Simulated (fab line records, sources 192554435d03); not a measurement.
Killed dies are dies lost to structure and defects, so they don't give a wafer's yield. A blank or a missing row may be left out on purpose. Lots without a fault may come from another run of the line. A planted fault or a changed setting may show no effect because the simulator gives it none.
fab line records | flow n5_finfet
record lots=9 wafers=26 last_day=18
route steps=1938 shown BEOL_M4@1111 BEOL_M9@1449 PASSIVATION@1936
lots that met no fault: from a run of the same line without faults
start_h: hours from the record's first day to the start of the lot's first wafer shown | wait_h: hours since the lot's step before | " the same as in the row above | L1.1+2: a row that stands for several wafers | - no value, or no start given | * or withheld: withheld | < > ~ a bound
route shown NAME@n: a module of which the file shows steps, and the number in the route of the first | usual: mean/standard deviation of fault-free wafers | same: alike in all rows | chamber/n: place in a boat | sites: the reading at each site | _std_site: their standard deviation | _edge_site: outer sites' mean less inner sites' | radius_mm: how far each site lies from the wafer's centre | mask NAME#n: copy n | behind: the tool/chamber that last shaped the wafer | hold: why the lot was held/for how many hours/how that ended | device: the transistor (n, p or np) that didn't switch | end of line: the same wafers' tests at the end of the route | a step without rows: its recipe alone | killed: dies lost to structure and defects at the first sort, not the wafer's yield | map: a wafer's dies, x killed, . not, _ none there
set.NAME: the setting as run; set.NAME@STEP: as run at that earlier step | model.NAME: the simulator's own value behind a step, which no gauge read
steps of the route over a sample of lots; a table a step, a row a wafer
services: from which hour (start_h, from the record's first day; less than 0 if before it) a tool's chamber was out of use, for how many hours, and why
## steps
# step N5_BEOL_M4_RC_MEAS_101
# usual DIBL_N=36.5/1.8 DIBL_P=36.5/2.1 IOFF_N=0.17/0.031 IOFF_P=0.22/0.036 ION_N=677/11 ION_P=463/8 SS_N=71.6/0.61 SS_P=73.3/0.63 VT_N=249/3.1 VT_P=-250/3.3
# columns lot.wafer tool chamber start_h wait_h DIBL_N[mV/V] DIBL_P[mV/V] IOFF_N[nA/um] IOFF_P[nA/um] ION_N[uA/um] ION_P[uA/um] SS_N[mV/dec] SS_P[mV/dec] VT_N[mV] VT_P[mV]
L195.1 prober-01 0 176.20 0.0 37.0 37.2 0.18 0.21 689 466 71.7 73.5 244 -254
L195.2 " 0 " " 34.9 34.1 0.14 0.16 662 451 70.4 72.6 251 -255
L195.6 " 0 " " 37.0 35.9 0.17 0.19 683 453 71.9 73.4 248 -254
L201.1 prober-01 0 211.96 0.0 36.8 35.8 0.16 0.21 675 460 71.4 73.3 248 -249
L201.3 " 0 " " 33.8 32.8 0.12 0.16 673 459 71.0 72.4 251 -254
L201.5 " 0 " " 35.6 34.7 0.15 0.19 670 461 71.0 72.5 249 -248
L200.1 prober-02 0 212.25 0.0 35.0 35.6 0.13 0.19 667 465 70.8 73.1 249 -251
L200.4 " 0 " " 35.7 36.2 0.15 0.20 678 467 71.3 73.9 249 -253
L200.5 " 0 " " 33.9 34.9 0.13 0.18 675 463 70.9 72.5 251 -251
L202.1 prober-02 0 219.61 0.0 35.0 34.7 0.15 0.20 676 462 71.1 73.3 247 -251
L202.2 " 0 " " 35.3 34.6 0.16 0.20 677 465 70.5 72.5 246 -251
L202.3 " 0 " " 36.3 35.7 0.16 0.21 678 462 71.2 73.3 250 -251
L204.1 prober-01 0 236.67 0.0 36.4 35.0 0.18 0.20 679 454 71.9 72.7 246 -252
L204.3 " 0 " " 38.2 36.7 0.20 0.22 675 452 72.8 73.5 248 -250
L204.6 " 0 " " 37.4 35.6 0.20 0.21 672 452 71.6 73.1 246 -252
L206.1 prober-01 0 243.41 0.0 36.8 35.4 0.17 0.22 663 456 71.9 73.8 250 -248
L206.4 " 0 " " 37.6 35.9 0.19 0.24 664 454 72.6 73.5 248 -249
L206.5 " 0 " " 34.3 33.2 0.14 0.20 667 457 71.6 72.9 250 -249
L213.1 prober-02 0 274.38 0.0 37.5 38.0 0.20 0.29 688 475 72.0 73.8 246 -242
L213.2 " 0 " " 36.0 36.8 0.18 0.27 694 482 71.0 73.5 246 -243
L213.5 " 0 " " 36.7 37.7 0.19 0.30 692 478 71.7 73.9 248 -241
L215.1 prober-02 0 309.07 0.0 33.1 32.2 0.11 0.17 649 458 70.5 72.9 253 -252
L215.3 " 0 " " 36.2 36.9 0.17 0.22 664 463 72.0 72.4 251 -249
L217.2 prober-01 0 335.20 0.2 37.0 35.4 0.15 0.20 662 456 72.7 72.6 253 -251
L217.4 " 0 " " 40.1 39.8 0.20 0.28 673 465 72.6 74.4 251 -245
L217.6 " 0 " " 38.5 38.1 0.18 0.25 667 461 71.9 73.8 248 -247
# step N5_BEOL_M9_OCD_MEAS_38
# usual trench_depth_nm=151.0/2.9
# columns lot.wafer tool chamber start_h wait_h trench_depth_nm
L195.1 ocd-02 - 221.63 - 152.6
L195.2 " - " " 150.0
L195.6 " - " " 150.1
L201.1 ocd-02 - 253.90 - 152.1
L201.3 " - " " 155.6
L201.5 " - " " 156.7
L200.1 ocd-02 - 256.19 - 148.5
L200.4 " - " " 150.8
L200.5 " - " " 150.7
L202.1 ocd-01 - 263.47 - 157.8
L202.2 " - " " 147.1
L202.3 " - " " 151.0
L204.1 ocd-01 - 280.64 - 148.2
L204.3 " - " " 150.1
L204.6 " - " " 150.3
L206.1 ocd-02 - 288.94 - 149.0
L206.4 " - " " 153.3
L206.5 " - " " 149.6
L213.1 ocd-01 - 317.33 - 147.3
L213.2 " - " " 145.4
L213.5 " - " " 153.6
L215.1 ocd-02 - 364.03 - 153.9
L215.3 " - " " 150.4
L217.2 ocd-01 - 380.94 - 147.8
L217.4 " - " " 147.1
L217.6 " - " " 150.3
# step N5_BEOL_M9_ALD_74
# recipe material=TaN target_thk_a=20 temp_c=275 ald_precursor_family=PDMAT ald_co_reactant=NH3 pressure_torr=3 carrier_flow_sccm=1500 pulse_time_s=2 purge_time_s=3 co_reactant_purge_time_s=2 co_reactant_pulse_time_s=3 ald_cycles=40 precursor_vessel_temp_c=75 precursor_vessel_pressure_torr=26.25 precursor_vessel_carrier_sccm=1000
# usual heater_power_w=415/36
# same ald_cycles=40 pulse_time_s=2
# columns lot.wafer tool chamber start_h wait_h heater_power_w
L195.1 ald_metal-01 1 222.50 0.3 395
L195.2 " 3 " " 373
L195.6 " 0 " " 466
L201.1 ald_metal-02 3 255.09 0.2 479
L201.3 " 0 " " 434
L201.5 " 3 " " 472
L200.1 ald_metal-01 0 257.39 0.1 486
L200.4 " 2 " " 389
L200.5 " 0 " " 481
L202.1 ald_metal-02 2 264.62 0.1 406
L202.2 " 3 " " 478
L202.3 " 1 " " 385
L204.1 ald_metal-02 1 281.45 0.0 377
L204.3 " 2 " " 402
L204.6 " 2 " " 402
L206.1 ald_metal-02 0 290.17 0.0 418
L206.4 " 3 " " 470
L206.5 " 2 " " 412
L213.1 ald_metal-01 1 317.94 0.0 389
L213.2 " 0 " " 482
L213.5 " 0 " " 487
L215.1 ald_metal-02 0 364.91 0.0 435
L215.3 " 2 " " 403
L217.2 ald_metal-02 0 381.68 0.1 419
L217.4 " 2 " " 406
L217.6 " 1 " " 385
# step N5_BEOL_M9_SURFACE_TREAT_79
# recipe gas=Ar time_s=* ion_energy_ev=* ion_current_ma_cm2=0.5 pressure_mtorr=* ar_flow_sccm=30
# usual throttle_valve_pct=*
# columns lot.wafer tool chamber start_h wait_h throttle_valve_pct
L195.1 pvd_sputter-02 - 224.23 1.6 *
L195.2 " - " " *
L195.6 " - " " *
L201.1 pvd_sputter-01 - 256.23 1.0 *
L201.3 " - " " *
L201.5 " - " " *
L200.1 pvd_sputter-01 - 257.71 0.2 *
L200.4 " - " " *
L200.5 " - " " *
L202.1 pvd_sputter-03 - 264.92 0.2 *
L202.2 " - " " *
L202.3 " - " " *
L204.1 pvd_sputter-01 - 281.75 0.2 *
L204.3 " - " " *
L204.6 " - " " *
L206.1 pvd_sputter-01 - 290.65 0.3 *
L206.4 " - " " *
L206.5 " - " " *
L213.1 pvd_sputter-01 - 318.24 0.2 *
L213.2 " - " " *
L213.5 " - " " *
L215.1 pvd_sputter-03 - 365.73 0.7 *
L215.3 " - " " *
L217.2 pvd_sputter-03 - 381.96 0.2 *
L217.4 " - " " *
L217.6 " - " " *
# step N5_BEOL_M9_CMP_52
# recipe stop_on=SiCOH_lowk t_overpolish_s=7 down_force_psi=1 platen_rpm=50 clearing_platen_down_force_psi=1.5 clearing_platen_rpm=50 post_cmp_clean=cu_alkaline target_thk_nm=140 clearing_platen_pad_velocity_m_s=0.99484 pad_velocity_m_s=0.99484
# usual barrier_field_endpoint_s=29.1/0.87 motor_current_A=5.7/0.61 overpolish_run_s=6.999/0.0093 time_to_endpoint_s=67/4.2
# columns lot.wafer tool chamber start_h wait_h barrier_field_endpoint_s motor_current_A overpolish_run_s time_to_endpoint_s
L195.1 cmp-04 1 225.25 0.3 28.4 5.5 7.001 65
L195.2 " 3 " " 29.4 6.7 7.016 72
L195.6 " 2 " " 29.4 4.9 7.004 68
L201.3 cmp-03 1 256.96 0.2 29.1 5.9 7.002 70
L201.1 " 0 " " 29.9 5.8 7.009 75
L201.5 " 1 " " 30.1 6.0 6.989 67
L200.4 cmp-03 3 258.45 0.1 29.8 6.2 6.994 71
L200.1 " 1 " " 27.8 6.3 7.004 66
L200.5 " 0 " " 28.8 5.7 7.013 70
L202.1 cmp-04 2 265.79 0.3 28.1 4.7 7.018 66
L202.2 " 3 " " 29.4 6.8 7.006 71
L202.3 " 1 " " 29.4 5.5 7.008 64
L204.3 cmp-04 1 282.54 0.2 27.1 5.4 6.997 58
L204.1 " 2 " " 28.6 4.9 6.990 63
L204.6 " 1 " " 28.1 5.4 7.007 60
L206.4 cmp-04 2 292.14 0.2 28.4 5.0 6.995 66
L206.1 " 3 " " 29.9 6.6 6.993 73
L206.5 " 1 " " 47.0 5.5 0.033 87
L213.2 cmp-03 3 319.17 0.3 29.9 6.0 7.005 73
L213.1 " 0 " " 29.6 5.7 7.003 74
L213.5 " 1 " " 30.0 6.6 7.005 73
L215.1 cmp-01 2 367.59 0.3 30.2 6.2 6.991 69
L215.3 " 3 " " 29.6 7.0 6.985 70
L217.2 cmp-03 2 382.91 0.3 29.2 6.0 6.992 65
L217.4 " 3 " " 30.4 6.0 6.999 69
L217.6 " 2 " " 28.9 5.9 6.995 64
# step N5_BEOL_M9_THK_MEAS_53
# recipe thk_meas_gauge=xrf reads=Cu_of_BEOL_M9_ECD_50
# usual M9_THK=142/3.2
# columns lot.wafer tool chamber start_h wait_h M9_THK[nm]
L195.1 film_metro-01 - 225.55 - 144
L195.2 " - " " 144
L195.6 " - " " 141
L201.1 film_metro-01 - 257.25 - 143
L201.3 " - " " 146
L201.5 " - " " 147
L200.1 film_metro-01 - 258.74 - 140
L200.4 " - " " 143
L200.5 " - " " 143
L202.1 film_metro-01 - 266.09 - 148
L202.2 " - " " 142
L202.3 " - " " 140
L204.1 film_metro-02 - 282.84 - 138
L204.3 " - " " 137
L204.6 " - " " 139
L206.1 film_metro-02 - 292.40 - 140
L206.4 " - " " 141
L206.5 " - " " 253
L213.1 film_metro-02 - 319.39 - 140
L213.2 " - " " 138
L213.5 " - " " 146
L215.1 film_metro-01 - 367.81 - 146
L215.3 " - " " 143
L217.2 film_metro-01 - 383.16 - 138
L217.4 " - " " 139
L217.6 " - " " 142
# step N5_BEOL_M9_INSPECT_58
# recipe inspect_instrument=darkfield mode=post_dep
# usual raw_defect_count=77/24
# columns lot.wafer tool chamber start_h wait_h raw_defect_count
L195.1 defect_inspect-02 - 225.71 0.0 90
L195.2 " - " " 37
L195.6 " - " " 54
L201.1 defect_inspect-02 - 257.41 0.0 91
L201.3 " - " " 74
L201.5 " - " " 73
L200.1 defect_inspect-02 - 258.90 0.0 65
L200.4 " - " " 78
L200.5 " - " " 73
L202.1 defect_inspect-01 - 266.25 0.0 82
L202.2 " - " " 62
L202.3 " - " " 95
L204.1 defect_inspect-01 - 283.00 0.0 79
L204.3 " - " " 43
L204.6 " - " " 80
L206.1 defect_inspect-02 - 292.56 0.0 52
L206.4 " - " " 53
L206.5 " - " " 4216
L213.1 defect_inspect-02 - 319.55 0.0 139
L213.2 " - " " 136
L213.5 " - " " 164
L215.1 defect_inspect-02 - 367.97 0.0 67
L215.3 " - " " 50
L217.2 defect_inspect-02 - 383.33 0.0 56
L217.4 " - " " 72
L217.6 " - " " 63
# step N5_PASSIVATION_PROBE_49
# usual defect_limited_yield=91.4/1.5 killed_at_M0_to_M3=35/11 killed_at_M4_up=16/7 killed_at_contacts=11/5.3 killed_at_front_end=37/11 killed_at_other=3.1/2.8 killed_dies=102/18 killed_on_rim=13/3.7 killed_open=69/15 killed_short=31/7.8 sort_bin_5_function=5.1/1.1 sort_bin_6_memory=3.2/0.69 sort_n_pass=1078/18 sort_yield_pct=91.4/1.5
# same gross_dies=1180 killed_at_back_side=0 sort_bin_4_leakage[%]=0 sort_bin_8_speed[%]=0
# columns lot.wafer tool chamber start_h wait_h defect_limited_yield[%] killed_at_M0_to_M3 killed_at_M4_up killed_at_contacts killed_at_front_end killed_at_other killed_dies killed_on_rim killed_open killed_short sort_bin_5_function[%] sort_bin_6_memory[%] sort_n_pass sort_yield_pct[%]
L195.1 prober-01 - 276.97 0.0 93.6 26 8 8 26 7 75 9 49 23 3.4 2.7 1105 93.6
L195.2 prober-01 - 277.02 0.1 92.2 36 7 3 42 4 92 15 51 41 4.2 3.5 1088 92.2
L195.6 prober-01 - 277.22 0.3 93.4 26 7 9 30 6 78 15 43 33 4.2 2.4 1102 93.4
L201.1 prober-01 - 313.43 0.0 91.0 56 6 11 31 2 106 17 59 47 5.5 3.1 1074 91.0
L201.3 prober-01 - 313.53 0.1 87.5 64 21 17 45 0 147 22 90 51 7.2 4.6 1033 87.5
L201.5 prober-01 - 313.63 0.2 91.7 42 12 11 31 2 98 14 62 34 4.7 3.4 1082 91.7
L200.1 prober-02 - 318.08 0.0 93.4 33 7 7 31 0 78 10 55 22 4.1 2.4 1102 93.4
L200.4 prober-02 - 318.23 0.2 94.0 34 6 8 23 0 71 9 39 32 3.7 2.0 1109 94.0
L200.5 prober-02 - 318.28 0.2 92.4 27 4 17 40 2 90 8 58 27 4.3 2.5 1090 92.4
L202.1 prober-01 - 330.00 0.0 91.6 28 15 24 24 8 99 12 75 20 4.7 3.6 1081 91.6
L202.2 prober-01 - 330.05 0.1 91.4 38 12 19 28 5 102 12 75 26 5.2 3.5 1078 91.4
L202.3 prober-01 - 330.10 0.1 91.9 29 21 11 32 3 96 18 59 30 4.5 3.4 1084 91.9
L204.1 prober-01 - 337.50 0.0 91.1 38 12 21 30 4 105 16 66 39 4.7 3.8 1075 91.1
L204.3 prober-01 - 337.60 0.1 91.2 34 28 9 27 6 104 11 82 20 5.1 3.3 1076 91.2
L204.6 prober-01 - 337.75 0.3 92.8 26 14 9 33 3 85 10 62 19 3.7 3.4 1095 92.8
L206.1 prober-02 - 352.64 0.0 89.2 53 11 9 54 0 127 21 88 38 7.1 3.2 1053 89.2
L206.4 prober-02 - 352.79 0.2 91.9 29 10 13 41 2 95 16 50 36 4.3 3.2 1085 91.9
L206.5 prober-02 - 352.84 0.2 0 15 1102 8 52 3 1180 152 68 22 4.6 3.1 0 0
L213.1 prober-02 - 382.42 0.0 89.9 37 18 11 51 2 119 16 83 36 5.8 4.2 1061 89.9
L213.2 prober-02 - 382.47 0.1 90.0 33 12 33 40 0 118 15 77 41 7.3 2.5 1062 90.0
L213.5 prober-02 - 382.62 0.2 89.3 18 13 14 77 4 126 19 88 35 6.1 4.2 1054 89.3
L215.1 prober-01 - 424.98 0.0 89.7 31 19 16 51 4 121 20 80 37 5.5 4.2 1059 89.7
L215.3 prober-01 - 425.08 0.1 90.6 25 13 13 54 6 111 14 70 41 6.5 2.5 1069 90.6
L217.2 prober-01 - 439.04 0.1 92.5 43 7 9 28 2 89 19 66 23 4.4 3.0 1091 92.5
L217.4 prober-01 - 439.14 0.2 90.9 29 31 6 38 3 107 14 74 33 5.8 2.9 1073 90.9
L217.6 prober-01 - 439.24 0.3 93.6 33 16 4 20 3 76 11 46 27 4.2 2.2 1104 93.6
# killed by level:class
L195.1 MOL_CONTACT_COAG:geometric_particle:open=8 BEOL_M2:geometric_particle:open=7 BEOL_M0_SAQP:geometric_particle:open=5 BEOL_M0_SAQP:geometric_particle:short=5 FIN_SAQP:geometric_particle:short=4 DUMMY_GATE:geometric_particle:open=4 BEOL_M3:geometric_particle:open=4 FIN_SAQP:geometric_particle:open=3
L195.2 BEOL_M0_SAQP:geometric_particle:open=11 GATE_CUT:geometric_particle:short=8 BEOL_M0_SAQP:geometric_particle:short=7 BEOL_M2:geometric_particle:open=6 ILD0:geometric_particle:open=5 BEOL_M2:geometric_particle:short=5 STARTING-WAFER:geometric_particle:short=5 FIN_SAQP:geometric_particle:open=4
L195.6 BEOL_M1:geometric_particle:open=9 MOL_CONTACT_COAG:geometric_particle:open=6 FIN_SAQP:geometric_particle:short=5 STARTING-WAFER:geometric_particle:open=5 DUMMY_GATE:geometric_particle:open=4 BEOL_M0_SAQP:geometric_particle:short=4 BEOL_M1:geometric_particle:short=4 STARTING-WAFER:geometric_particle:short=4
L201.1 BEOL_M0_SAQP:geometric_particle:short=22 BEOL_M0_SAQP:geometric_particle:open=18 MOL_CONTACT_COAG:geometric_particle:open=9 BEOL_M1:geometric_particle:open=6 GATE_CUT:geometric_particle:short=5 FIN_SAQP:geometric_particle:open=4 FIN_SAQP:geometric_particle:short=4 STI_FIN_REVEAL:geometric_particle:open=3
L201.3 BEOL_M0_SAQP:geometric_particle:open=30 BEOL_M0_SAQP:geometric_particle:short=27 FIN_SAQP:geometric_particle:open=18 MOL_CONTACT_COAG:geometric_particle:open=13 FIN_SAQP:geometric_particle:short=9 BEOL_M4:geometric_particle:open=8 DUMMY_GATE:geometric_particle:open=5 MOL_CONTACT_COAG:geometric_particle:short=4
L201.5 BEOL_M0_SAQP:geometric_particle:open=15 BEOL_M0_SAQP:geometric_particle:short=14 MOL_CONTACT_COAG:geometric_particle:open=9 FIN_SAQP:geometric_particle:open=6 BEOL_M4:geometric_particle:open=6 DUMMY_GATE:geometric_particle:open=5 BEOL_M1:geometric_particle:open=5 FIN_SAQP:geometric_particle:short=4
L200.1 STI_FIN_REVEAL:geometric_particle:open=9 MOL_CONTACT_COAG:geometric_particle:open=7 BEOL_M0_SAQP:geometric_particle:short=7 BEOL_M0_SAQP:geometric_particle:open=7 BEOL_M2:geometric_particle:open=6 FIN_SAQP:geometric_particle:short=5 BEOL_M3:geometric_particle:open=5 BEOL_M1:geometric_particle:open=4
L200.4 BEOL_M0_SAQP:geometric_particle:short=8 BEOL_M2:geometric_particle:open=7 FIN_SAQP:geometric_particle:short=6 MOL_CONTACT_COAG:geometric_particle:open=6 DUMMY_GATE:geometric_particle:open=4 BEOL_M1:geometric_particle:open=4 BEOL_M0_SAQP:geometric_particle:open=3 BEOL_M6:geometric_particle:open=3
L200.5 MOL_CONTACT_COAG:geometric_particle:open=13 STI_FIN_REVEAL:geometric_particle:open=12 DUMMY_GATE:geometric_particle:open=8 BEOL_M0_SAQP:geometric_particle:short=8 FIN_SAQP:geometric_particle:open=5 BEOL_M1:geometric_particle:open=5 HKMG_FIN:area_etch=5 BEOL_M2:geometric_particle:open=4
L202.1 MOL_CONTACT_COAG:geometric_particle:open=18 BEOL_M2:geometric_particle:open=14 BEOL_M4:geometric_particle:open=12 BEOL_M3:geometric_particle:open=7 MOL_CONTACT_COAG:geometric_particle:short=6 FIN_SAQP:geometric_particle:open=5 STI_FIN_REVEAL:geometric_particle:open=4 STARTING-WAFER:geometric_particle:open=4
L202.2 MOL_CONTACT_COAG:geometric_particle:open=12 BEOL_M2:geometric_particle:open=12 STI_FIN_REVEAL:geometric_particle:open=11 MOL_CONTACT_COAG:geometric_particle:short=7 BEOL_M1:geometric_particle:open=7 BEOL_M0_SAQP:geometric_particle:short=6 GATE_CUT:geometric_particle:open=5 BEOL_M4:geometric_particle:open=5
L202.3 BEOL_M2:geometric_particle:open=10 BEOL_M4:geometric_particle:open=8 MOL_CONTACT_COAG:geometric_particle:open=6 MOL_CONTACT_COAG:geometric_particle:short=5 BEOL_M1:geometric_particle:open=4 STARTING-WAFER:geometric_particle:open=4 DUMMY_GATE:geometric_particle:open=3 GATE_CUT:geometric_particle:short=3
L204.1 MOL_CONTACT_COAG:geometric_particle:open=16 BEOL_M3:geometric_particle:open=9 FIN_SAQP:geometric_particle:short=8 BEOL_M1:geometric_particle:open=7 BEOL_M1:geometric_particle:short=7 BEOL_M4:geometric_particle:open=6 FIN_SAQP:geometric_particle:open=5 GATE_CUT:geometric_particle:short=5
L204.3 BEOL_M4:geometric_particle:open=15 BEOL_M3:geometric_particle:open=9 STI_FIN_REVEAL:geometric_particle:open=8 MOL_CONTACT_COAG:geometric_particle:open=8 BEOL_M2:geometric_particle:open=8 BEOL_M1:geometric_particle:open=6 BEOL_M6:geometric_particle:open=4 FIN_SAQP:geometric_particle:short=3
L204.6 BEOL_M2:geometric_particle:open=8 FIN_SAQP:geometric_particle:short=7 MOL_CONTACT_COAG:geometric_particle:open=7 FIN_SAQP:geometric_particle:open=6 BEOL_M0_SAQP:geometric_particle:open=5 BEOL_M3:geometric_particle:open=4 BEOL_M1:geometric_particle:open=4 BEOL_M4:geometric_particle:open=4
L206.1 BEOL_M3:geometric_particle:open=22 FIN_SAQP:geometric_particle:short=11 FIN_SAQP:geometric_particle:open=10 MOL_CONTACT_COAG:geometric_particle:open=9 BEOL_M1:geometric_particle:open=8 DUMMY_GATE:geometric_particle:open=7 BEOL_M2:geometric_particle:open=5 STARTING-WAFER:geometric_particle:short=5
L206.4 BEOL_M3:geometric_particle:open=11 DUMMY_GATE:geometric_particle:open=9 MOL_CONTACT_COAG:geometric_particle:open=8 STI_FIN_REVEAL:geometric_particle:open=7 STARTING-WAFER:geometric_particle:short=7 BEOL_M0_SAQP:geometric_particle:short=6 DUMMY_GATE:geometric_particle:short=4 BEOL_M4:geometric_particle:open=4
L206.5 BEOL_M9:area_cmp=1085 FIN_SAQP:geometric_particle:open=11 GATE_CUT:geometric_particle:open=11 FIN_SAQP:geometric_particle:short=8 STI_FIN_REVEAL:geometric_particle:open=7 MOL_CONTACT_COAG:geometric_particle:open=7 BEOL_M3:geometric_particle:open=6 DUMMY_GATE:geometric_particle:open=5
L213.1 STI_FIN_REVEAL:geometric_particle:open=18 MOL_CONTACT_COAG:geometric_particle:open=10 BEOL_M1:geometric_particle:open=10 BEOL_M4:geometric_particle:open=9 FIN_SAQP:geometric_particle:short=8 BEOL_M3:geometric_particle:open=8 FIN_SAQP:geometric_particle:open=6 BEOL_M0_SAQP:geometric_particle:short=5
L213.2 MOL_CONTACT_COAG:geometric_particle:open=25 STI_FIN_REVEAL:geometric_particle:open=16 MOL_CONTACT_COAG:geometric_particle:short=8 BEOL_M1:geometric_particle:open=7 FIN_SAQP:geometric_particle:short=6 BEOL_M0_SAQP:geometric_particle:short=6 STI_FIN_REVEAL:geometric_particle:short=5 BEOL_M0:geometric_particle:open=4
L213.5 STI_FIN_REVEAL:geometric_particle:open=24 DUMMY_GATE:geometric_particle:open=13 MOL_CONTACT_COAG:geometric_particle:open=12 FIN_SAQP:geometric_particle:open=11 STI_FIN_REVEAL:geometric_particle:short=11 BEOL_M1:geometric_particle:open=6 FIN_SAQP:geometric_particle:short=5 BEOL_M4:geometric_particle:open=5
L215.1 STI_FIN_REVEAL:geometric_particle:open=16 MOL_CONTACT_COAG:geometric_particle:open=13 BEOL_M2:geometric_particle:open=9 BEOL_M0_SAQP:geometric_particle:short=7 FIN_SAQP:geometric_particle:short=6 FIN_SAQP:geometric_particle:open=5 BEOL_M3:geometric_particle:open=5 BEOL_M5:geometric_particle:open=5
L215.3 FIN_SAQP:geometric_particle:open=14 STI_FIN_REVEAL:geometric_particle:open=12 FIN_SAQP:geometric_particle:short=9 MOL_CONTACT_COAG:geometric_particle:open=8 BEOL_M0_SAQP:geometric_particle:short=8 BEOL_M2:geometric_particle:open=6 BEOL_M3:geometric_particle:open=6 DUMMY_GATE:geometric_particle:open=5
L217.2 BEOL_M3:geometric_particle:open=11 MOL_CONTACT_COAG:geometric_particle:open=9 FIN_SAQP:geometric_particle:open=7 BEOL_M1:geometric_particle:open=7 BEOL_M2:geometric_particle:open=7 BEOL_M0_SAQP:geometric_particle:open=5 BEOL_M0_SAQP:geometric_particle:short=5 DUMMY_GATE:geometric_particle:open=4
L217.4 BEOL_M4:geometric_particle:open=18 STI_FIN_REVEAL:geometric_particle:open=10 BEOL_M2:geometric_particle:open=7 BEOL_M3:geometric_particle:open=7 BEOL_M4:geometric_particle:short=7 DUMMY_GATE:geometric_particle:open=5 BEOL_M3:geometric_particle:short=5 FIN_SAQP:geometric_particle:open=4
L217.6 BEOL_M4:geometric_particle:open=8 BEOL_M0_SAQP:geometric_particle:open=6 BEOL_M0_SAQP:geometric_particle:short=6 BEOL_M0:geometric_particle:short=6 STARTING-WAFER:geometric_particle:open=5 MOL_CONTACT_COAG:geometric_particle:open=4 BEOL_M1:geometric_particle:open=4 BEOL_M4:geometric_particle:short=4
## services
# columns tool chamber start_h hours kind
cmp-04 - 207.03 0.2 repair
ald_metal-02 1 221.17 3.6 repair
ald_metal-02 - 224.55 0.2 repair
cmp-03 - 227.02 1.6 repair
cmp-04 - 242.01 0.8 repair
cmp-04 - 243.86 0.6 repair
cmp-04 - 247.10 2.6 repair
cmp-04 - 260.68 1.5 repair
cmp-04 - 284.24 1.4 repair
cmp-04 - 286.17 0.3 repair
ald_metal-02 0 293.16 3.1 repair
ald_metal-02 1 293.43 16.4 repair
cmp-03 - 297.55 4.0 pm
cmp-04 - 301.55 3.6 pm
cmp-04 - 305.61 1.6 repair
cmp-03 - 316.37 1.2 repair
cmp-04 - 323.87 5.7 repair
ald_metal-02 - 330.94 2.1 repair
pvd_sputter-01 - 331.34 3.0 repair
cmp-03 - 333.87 1.7 repair
pvd_sputter-01 - 337.39 1.7 repair
cmp-03 - 346.48 0.3 repair
ald_metal-02 - 357.49 2.8 pm
cmp-03 - 364.83 0.5 repair
## key
first_sign step=N5_BEOL_M9_CMP_52 reading=overpolish_run_s direction=down sigmas=99+ usual=6.999 struck=0.033
effect step=N5_BEOL_M9_CMP_52 reading=barrier_field_endpoint_s direction=up sigmas=21 usual=29.1 struck=47.0
effect step=N5_BEOL_M9_THK_MEAS_53 reading=M9_THK direction=up sigmas=35 usual=142 struck=253
effect step=N5_BEOL_M9_INSPECT_58 reading=raw_defect_count direction=up sigmas=99+ usual=77 struck=4216
effect step=N5_PASSIVATION_PROBE_49 reading=killed_at_M4_up direction=up sigmas=99+ usual=16 struck=1102
more_kills_born_at N5_BEOL_M9_CMP_52@cmp-04=1085
met_at N5_BEOL_M9_CMP_52
struck_lots L206
struck_wafers L206.5
later_rows_left_out L206.5
not_acting_at N5_BEOL_M9_OCD_MEAS_38,N5_BEOL_M9_ALD_74,N5_BEOL_M9_SURFACE_TREAT_79
onset_between 282.54 292.14
fault kind=process_parameter_drift tool=cmp-04 chamber=1 onset_h=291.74 steps=N5_BEOL_M9_CMP_52 channel=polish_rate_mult offset=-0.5 shape=step end_h=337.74
# later_rows_left_out: the simulator's readings of these wafers behind a module that went badly wrong aren't trusted and aren't shown, but for the sort
